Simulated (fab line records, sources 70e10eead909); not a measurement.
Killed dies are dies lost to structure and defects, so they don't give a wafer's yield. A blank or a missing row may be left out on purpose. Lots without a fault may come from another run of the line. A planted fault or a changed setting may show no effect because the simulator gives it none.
Which tool did it? | flow nand_harc | 24 lots, 72 wafers sampled, at 1 step of a route of 1159

WHAT THE GAUGES READ, wafer by wafer
NHARC_P_GATE_INSPECT_28. Usual: raw_defect_count 7, standard deviation 3.2.
lot  | measured     | on                | raw_defect_count | flag
L074 | day 4 23:51  | defect_inspect-02 | 4 5 3            |
L075 | day 5 00:11  | defect_inspect-01 | 7 10 4           |
L076 | day 5 06:44  | defect_inspect-01 | 4 5 5            |
L078 | day 5 14:11  | defect_inspect-01 | 6 5 8            |
L077 | day 5 14:25  | defect_inspect-01 | 6 7 7            |
L079 | day 5 22:31  | defect_inspect-01 | 10 4 10          |
L080 | day 6 04:35  | defect_inspect-01 | 2 9 9            |
L082 | day 6 12:53  | defect_inspect-02 | 7 9 5            |
L081 | day 6 13:29  | defect_inspect-02 | 11 6 4           |
L083 | day 6 20:26  | defect_inspect-02 | 7 4 4            |
L084 | day 7 02:36  | defect_inspect-02 | 3 7 4            |
L087 | day 7 19:45  | defect_inspect-02 | 6 4 8            |
L088 | day 7 20:26  | defect_inspect-01 | 6 14 3           |
L086 | day 7 21:04  | defect_inspect-01 | 6 5 10           |
L085 | day 7 21:28  | defect_inspect-02 | 6 4 11           |
L089 | day 8 09:29  | defect_inspect-02 | 8 10 12          |
L090 | day 8 17:54  | defect_inspect-01 | 3 3 5            |
L091 | day 8 18:03  | defect_inspect-02 | 3 5 3            |
L093 | day 9 11:44  | defect_inspect-02 | 13 4 4           |
L092 | day 9 12:44  | defect_inspect-01 | 6 15 16          |
L094 | day 9 13:01  | defect_inspect-01 | 2 5 2            |
L095 | day 10 01:59 | defect_inspect-01 | 5 9 4            |
L096 | day 10 02:10 | defect_inspect-01 | 4 8 10           |
L097 | day 10 08:50 | defect_inspect-01 | 1 11 9           |

WHICH TOOL RAN EACH LOT (tool, then ch and the chambers of the sampled wafers, then the start)
The record holds no process step before these readings.

WHAT THE TOOLS THEMSELVES READ (means of the sampled wafers that have a number; where no wafer has one, the mark that the record gives instead)
The record holds no such reading with a usual standard deviation.

THE ANSWER, worked out from the rows above alone
Rule: a lot is off if the mean of its wafers that have a number lies more than 3 standard deviations from the usual mean. A lot without any number at a reading at which 4 lots or more have one is off too. The other lots that the step has rows for count as sound. The gauges are gone through in route order, then the tools' own readings, and for those a lot's mean is taken as printed above. The first step at which some lot is off is used, and at that step the reading that is off furthest; a lot without a number counts as furthest.
No lot is off at any reading shown: from this, nothing can be told.

WHAT THE SIMULATOR HAD PUT IN
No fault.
